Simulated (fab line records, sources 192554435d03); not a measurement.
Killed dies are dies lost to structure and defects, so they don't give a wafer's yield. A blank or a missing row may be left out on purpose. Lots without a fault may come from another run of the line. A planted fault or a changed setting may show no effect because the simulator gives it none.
Which tool did it? | flow n5_finfet | 9 lots, 27 wafers sampled, at 8 steps of a route of 1938

WHAT THE GAUGES READ, wafer by wafer
N5_DUMMY_GATE_CD_MEAS_50: target cd 14 nm. Usual: cd_nm 14.1 nm, standard deviation 0.34.
lot  | measured    | on        | cd_nm (nm)     | flag
L478 | day 3 03:16 | cd_sem-01 | 14.4 13.9 13.9 |
L487 | day 5 10:43 | cd_sem-01 | 14.2 14.1 14.0 |
L488 | day 5 20:08 | cd_sem-02 | 14.0 13.7 14.6 |
L493 | day 6 23:48 | cd_sem-02 | 13.7 14.0 13.7 |
L495 | day 7 13:23 | cd_sem-02 | 14.4 14.3 14.2 |
L496 | day 7 19:22 | cd_sem-03 | 13.9 14.2 14.3 |
L497 | day 7 22:28 | cd_sem-03 | 13.2 13.5 13.5 |
L498 | day 8 06:31 | cd_sem-03 | 14.1 13.4 13.6 |
L500 | day 8 21:13 | cd_sem-01 | 14.3 14.1 13.8 |

N5_DUMMY_GATE_INSPECT_27: inspects for defects (brightfield). Usual: raw_defect_count 297, standard deviation 69.
lot  | measured    | on                | raw_defect_count | flag
L478 | day 3 04:03 | defect_inspect-02 | 330 344 320      |
L487 | day 5 11:32 | defect_inspect-01 | 278 358 328      |
L488 | day 5 21:07 | defect_inspect-02 | 269 256 259      |
L493 | day 7 01:00 | defect_inspect-02 | 273 331 310      |
L495 | day 7 14:21 | defect_inspect-01 | 347 354 304      |
L496 | day 7 20:09 | defect_inspect-01 | 1839 1704 1700   | OFF
L497 | day 7 23:53 | defect_inspect-01 | 1630 1591 1678   | OFF
L498 | day 8 07:18 | defect_inspect-01 | 1771 1574 1759   | OFF
L500 | day 8 21:59 | defect_inspect-02 | 309 302 237      |

N5_SPACER0_INSPECT_04: inspects for defects (darkfield). Usual: raw_defect_count 140, standard deviation 35.
lot  | measured    | on                | raw_defect_count | flag
L478 | day 3 04:39 | defect_inspect-02 | 133 160 133      |
L487 | day 5 12:09 | defect_inspect-01 | 102 156 136      |
L488 | day 5 21:43 | defect_inspect-02 | 130 121 184      |
L493 | day 7 02:14 | defect_inspect-01 | 147 177 187      |
L495 | day 7 14:57 | defect_inspect-01 | 149 154 126      |
L496 | day 7 20:45 | defect_inspect-02 | 1576 1496 1521   | OFF
L497 | day 8 00:29 | defect_inspect-01 | 1516 1500 1548   | OFF
L498 | day 8 07:54 | defect_inspect-02 | 1541 1437 1569   | OFF
L500 | day 8 22:35 | defect_inspect-02 | 128 138 127      |

N5_SD_EPI_N_INSPECT_11: inspects for defects (macro). Usual: raw_defect_count 2.1, standard deviation 1.3.
lot  | measured    | on                | raw_defect_count | flag
L478 | day 3 05:07 | defect_inspect-02 | 0 2 3            |
L487 | day 5 12:36 | defect_inspect-02 | 3 3 3            |
L488 | day 5 22:10 | defect_inspect-02 | 2 2 1            |
L493 | day 7 02:34 | defect_inspect-02 | 2 3 0            |
L495 | day 7 15:24 | defect_inspect-01 | 4 1 4            |
L496 | day 7 21:12 | defect_inspect-01 | >300 >300 >300   | OFF
L497 | day 8 00:56 | defect_inspect-02 | >300 >300 >300   | OFF
L498 | day 8 08:21 | defect_inspect-01 | >300 >300 >300   | OFF
L500 | day 8 23:03 | defect_inspect-01 | 4 3 2            |

N5_SD_EPI_N_INSPECT_26: inspects for defects (darkfield). Usual: raw_defect_count 208, standard deviation 44.
lot  | measured    | on                | raw_defect_count | flag
L478 | day 3 09:08 | defect_inspect-02 | 191 248 227      |
L487 | day 5 17:23 | defect_inspect-01 | 163 240 204      |
L488 | day 6 05:16 | defect_inspect-01 | 212 207 288      |
L493 | day 7 07:46 | defect_inspect-02 | 174 254 262      |
L495 | day 7 19:52 | defect_inspect-02 | 204 248 191      |
L496 | day 8 01:56 | defect_inspect-02 | 1663 1588 1570   | OFF
L497 | day 8 04:56 | defect_inspect-01 | 1567 1605 1661   | OFF
L498 | day 8 14:29 | defect_inspect-02 | 1606 1517 1620   | OFF
L500 | day 9 03:13 | defect_inspect-02 | 225 219 201      |

WHICH TOOL RAN EACH LOT (tool, then ch and the chambers of the sampled wafers, then the start)
lot  | N5_DUMMY_GATE_DESCUM_20           | N5_DUMMY_GATE_ETCH_31             | N5_DUMMY_GATE_PRECLEAN_25
L478 | rie_diel-06 ch 0,2,3, day 3 02:53 | rie_diel-01 ch 1,2,3, day 3 03:19 | wet_bench-06 ch 1,2,3, day 3 03:57
L487 | rie_diel-06 ch 0,1,3, day 5 10:21 | rie_diel-06 ch 1,3, day 5 10:46   | wet_bench-02 ch 3,5,6, day 5 11:27
L488 | rie_diel-01 ch 0,2,3, day 5 19:46 | rie_diel-02 ch 1,2, day 5 20:22   | wet_bench-02 ch 1,4,5, day 5 21:00
L493 | rie_diel-01 ch 1,2, day 6 23:07   | rie_diel-06 ch 2,3, day 7 00:13   | wet_bench-02 ch 5,6,7, day 7 00:54
L495 | rie_diel-02 ch 0,2, day 7 12:55   | rie_diel-06 ch 0,1,2, day 7 13:28 | wet_bench-06 ch 0,1,3, day 7 14:15
L496 | rie_diel-06 ch 0,1,2, day 7 18:59 | rie_diel-02 ch 1,3, day 7 19:25   | wet_bench-02 ch 4,5,6, day 7 20:03
L497 | rie_diel-02 ch 0,1, day 7 22:06   | rie_diel-02 ch 1,3, day 7 22:53   | wet_bench-02 ch 1,3,4, day 7 23:47
L498 | rie_diel-02 ch 0,1,3, day 8 06:08 | rie_diel-06 ch 1,2,3, day 8 06:34 | wet_bench-02 ch 0,1,3, day 8 07:11
L500 | rie_diel-01 ch 0,1,3, day 8 20:50 | rie_diel-02 ch 0,1,2, day 8 21:16 | wet_bench-06 ch 1,3,6, day 8 21:53
- N5_DUMMY_GATE_DESCUM_20: chemistry O2, time 6.2 s.
- N5_DUMMY_GATE_ETCH_31: etches SiO2 in C4F6/O2, target depth 82.5 nm, time 27.5 s.
- N5_DUMMY_GATE_PRECLEAN_25: cleans in O3/DIW, time 45 s.

WHAT THE TOOLS THEMSELVES READ (means of the sampled wafers that have a number; where no wafer has one, the mark that the record gives instead)
N5_DUMMY_GATE_DESCUM_20. Usual: bias_power_w 20.01 W, standard deviation 0.06; drypump_motor_current_A 5.50 A, standard deviation 0.25; oes_product_au 0.78 a.u., standard deviation 0.084; rf_fwd_power_W 49.64 W, standard deviation 0.22; rf_vpp_V 243.4 V, standard deviation 1.3; showerhead_plenum_p_Torr 2.12 Torr, standard deviation 0.066; throttle_valve_pct 20.49 %, standard deviation 0.24.
lot  | tool        | bias_power_w (W) | drypump_motor_current_A (A) | oes_product_au (a.u.) | rf_fwd_power_W (W) | rf_vpp_V (V) | showerhead_plenum_p_Torr (Torr) | throttle_valve_pct (%) | flag
L478 | rie_diel-06 | 20.03            | 5.73                        | 0.80                  | 49.85              | 243.6        | 2.17                            | 20.25                  |
L487 | rie_diel-06 | 19.99            | 5.64                        | 0.78                  | 49.78              | 242.7        | 2.12                            | 20.38                  |
L488 | rie_diel-01 | 20.02            | 5.45                        | 0.78                  | 49.68              | 242.8        | 2.11                            | 20.69                  |
L493 | rie_diel-01 | 20.02            | 5.58                        | 0.70                  | 49.77              | 243.5        | 2.16                            | 20.54                  |
L495 | rie_diel-02 | 20.00            | 5.59                        | 0.80                  | 49.66              | 244.7        | 2.14                            | 20.20                  |
L496 | rie_diel-06 | 20.09            | 5.49                        | 0.71                  | 49.56              | 243.3        | 2.10                            | 20.45                  |
L497 | rie_diel-02 | 19.97            | 5.48                        | 0.78                  | 49.75              | 243.2        | 2.08                            | 20.48                  |
L498 | rie_diel-02 | 19.99            | 5.35                        | 0.76                  | 49.67              | 242.4        | 2.07                            | 20.51                  |
L500 | rie_diel-01 | 20.01            | 5.34                        | 0.88                  | 49.57              | 242.7        | 2.10                            | 20.42                  |

N5_DUMMY_GATE_ETCH_31. Usual: drypump_motor_current_A 5.55 A, standard deviation 0.26; oes_o_777_au 0.79 a.u., standard deviation 0.077; oes_product_au 0.79 a.u., standard deviation 0.079; rf_fwd_power_W 341.5 W, standard deviation 1.4; rf_vpp_V 666 V, standard deviation 15; showerhead_plenum_p_Torr 2.87 Torr, standard deviation 0.094; throttle_valve_pct 21.11 %, standard deviation 0.28.
lot  | tool        | drypump_motor_current_A (A) | oes_o_777_au (a.u.) | oes_product_au (a.u.) | rf_fwd_power_W (W) | rf_vpp_V (V) | showerhead_plenum_p_Torr (Torr) | throttle_valve_pct (%) | flag
L478 | rie_diel-01 | 5.47                        | 0.78                | 0.78                  | 340.9              | 669          | 2.94                            | 21.36                  |
L487 | rie_diel-06 | 5.70                        | 0.84                | 0.84                  | 342.4              | 673          | 2.96                            | 20.99                  |
L488 | rie_diel-02 | 5.73                        | 0.88                | 0.87                  | 341.9              | 678          | 2.80                            | 20.90                  |
L493 | rie_diel-06 | 5.59                        | 0.81                | 0.79                  | 341.1              | 650          | 2.97                            | 20.89                  |
L495 | rie_diel-06 | 5.51                        | 0.72                | 0.72                  | 341.2              | 656          | 2.86                            | 21.18                  |
L496 | rie_diel-02 | 5.45                        | 0.82                | 0.79                  | 342.4              | 663          | 2.73                            | 21.10                  |
L497 | rie_diel-02 | 5.55                        | 0.84                | 0.82                  | 341.5              | 670          | 2.75                            | 21.09                  |
L498 | rie_diel-06 | 5.57                        | 0.78                | 0.77                  | 341.5              | 662          | 2.92                            | 21.02                  |
L500 | rie_diel-02 | 5.54                        | 0.80                | 0.79                  | 341.4              | 680          | 2.84                            | 20.97                  |

THE ANSWER, worked out from the rows above alone
Rule: a lot is off if the mean of its wafers that have a number lies more than 3 standard deviations from the usual mean. A lot without any number at a reading at which 4 lots or more have one is off too. The other lots that the step has rows for count as sound. The gauges are gone through in route order, then the tools' own readings, and for those a lot's mean is taken as printed above. The first step at which some lot is off is used, and at that step the reading that is off furthest; a lot without a number counts as furthest.
Off: L496, L497, L498, at N5_DUMMY_GATE_INSPECT_27 (raw_defect_count).
A tool fits if, at a process step before that reading, it ran every lot that is off, and no sound lot after the first of them. The gauges at N5_DUMMY_GATE_INSPECT_27 are tried like those tools. Can't be told from this: 2 tools fit, wet_bench-02 at N5_DUMMY_GATE_PRECLEAN_25, defect_inspect-01 at N5_DUMMY_GATE_INSPECT_27.

WHAT THE SIMULATOR HAD PUT IN
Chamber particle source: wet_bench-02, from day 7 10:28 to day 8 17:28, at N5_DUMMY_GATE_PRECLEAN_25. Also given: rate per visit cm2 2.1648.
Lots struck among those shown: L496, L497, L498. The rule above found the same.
